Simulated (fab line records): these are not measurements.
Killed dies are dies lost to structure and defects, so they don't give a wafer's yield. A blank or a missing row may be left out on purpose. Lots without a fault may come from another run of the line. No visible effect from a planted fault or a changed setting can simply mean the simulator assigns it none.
Chamber matching | flow nandHarc | NHARC_P_CONTACT_ETCH_35 on rieDiel-09 has 4 sister chambers
The step etches the open film in CF4, target depth 39 nm, time 65 s. 22 wafers are shown with their chamber, then 11 later ones without.

== EACH WAFER AND ITS CHAMBER ==
wafer  | chamber | showerheadPlenumPTorr (Torr) | oesProductAu (a.u.) | rfVppV (V)
L075.2 | 3       | 1.82                         | 0.992               | 151.8
L075.5 | 0       | 1.66                         | 1.003               | 148.9
L075.6 | 3       | 1.82                         | 0.991               | 152.4
L074.2 | 0       | 1.66                         | 0.995               | 149.6
L074.3 | 2       | 1.79                         | 1.003               | 151.5
L074.4 | 1       | 1.78                         | 0.998               | 150.8
L078.2 | 1       | 1.78                         | 0.987               | 150.7
L078.3 | 0       | 1.66                         | 0.998               | 148.6
L078.4 | 2       | 1.79                         | 1.010               | 151.4
L080.2 | 0       | 1.66                         | 1.001               | 150.9
L080.3 | 1       | 1.78                         | 0.994               | 152.6
L080.6 | 0       | 1.66                         | 0.993               | 150.7
L081.1 | 1       | 1.78                         | 0.991               | 152.8
L081.3 | 3       | 1.82                         | 0.995               | 151.9
L081.5 | 3       | 1.82                         | 0.988               | 149.0
L083.1 | 2       | 1.78                         | 1.010               | 151.6
L083.5 | 3       | 1.82                         | 1.010               | 152.3
L083.6 | 2       | 1.78                         | 1.007               | 151.7
L088.1 | 3       | 1.82                         | 0.994               | 152.2
L088.2 | 0       | 1.66                         | 0.996               | 150.1
L088.3 | 1       | 1.78                         | 0.994               | 152.1
L087.1 | 1       | 1.78                         | 0.989               | 151.4

SIGNATURES, as means of the wafers listed above
reading               | chamber 0 | chamber 1 | chamber 2 | chamber 3 | scatter within a chamber
showerheadPlenumPTorr | 1.6600    | 1.7800    | 1.7850    | 1.8200    | 0.00236
oesProductAu          | 0.99767   | 0.99217   | 1.00750   | 0.99500   | 0.00518
rfVppV                | 149.800   | 151.733   | 151.550   | 151.600   | 0.969
Rule: a wafer's distance from a chamber is the root of the sum, over the readings, of the square of ((its reading less the chamber's mean) divided by the reading's scatter). If the next closest chamber is less than 2 further off than the closest, the wafer can't be placed; otherwise it belongs to the closest. How the scatter is found: for the shown wafers, subtract from each reading the mean of its chamber, square and add these, divide the total by (wafers less chambers), then take the root.

== WAFERS MISSING THEIR CHAMBER ==
wafer  | showerheadPlenumPTorr (Torr) | oesProductAu (a.u.) | rfVppV (V)
L087.2 | 1.78                         | 1.002               | 150.7
L087.4 | 1.66                         | 1.001               | 151.0
L089.1 | 1.66                         | 0.996               | 150.1
L089.3 | 1.78                         | 1.002               | 151.4
L089.6 | 1.66                         | 0.993               | 151.7
L091.3 | 1.66                         | 1.004               | 149.7
L091.5 | 1.82                         | 0.999               | 151.7
L091.6 | 1.66                         | 0.998               | 150.3
L095.2 | 1.78                         | 1.003               | 152.2
L095.3 | 1.82                         | 0.997               | 152.4
L095.6 | 1.78                         | 1.009               | 152.7

== THE CHAMBER EACH PASSED THROUGH ==
wafer  | from the rows above     | in truth
L087.2 | can't be placed: 1 or 2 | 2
L087.4 | 0                       | 0
L089.1 | 0                       | 0
L089.3 | can't be placed: 1 or 2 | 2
L089.6 | 0                       | 0
L091.3 | 0                       | 0
L091.5 | 3                       | 3
L091.6 | 0                       | 0
L095.2 | can't be placed: 1 or 2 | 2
L095.3 | 3                       | 3
L095.6 | can't be placed: 2 or 1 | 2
Placed correctly: 7 of 11. Unplaceable from these rows: 4, with the true chamber sitting among the candidates in 4. Number placed wrongly: 0.
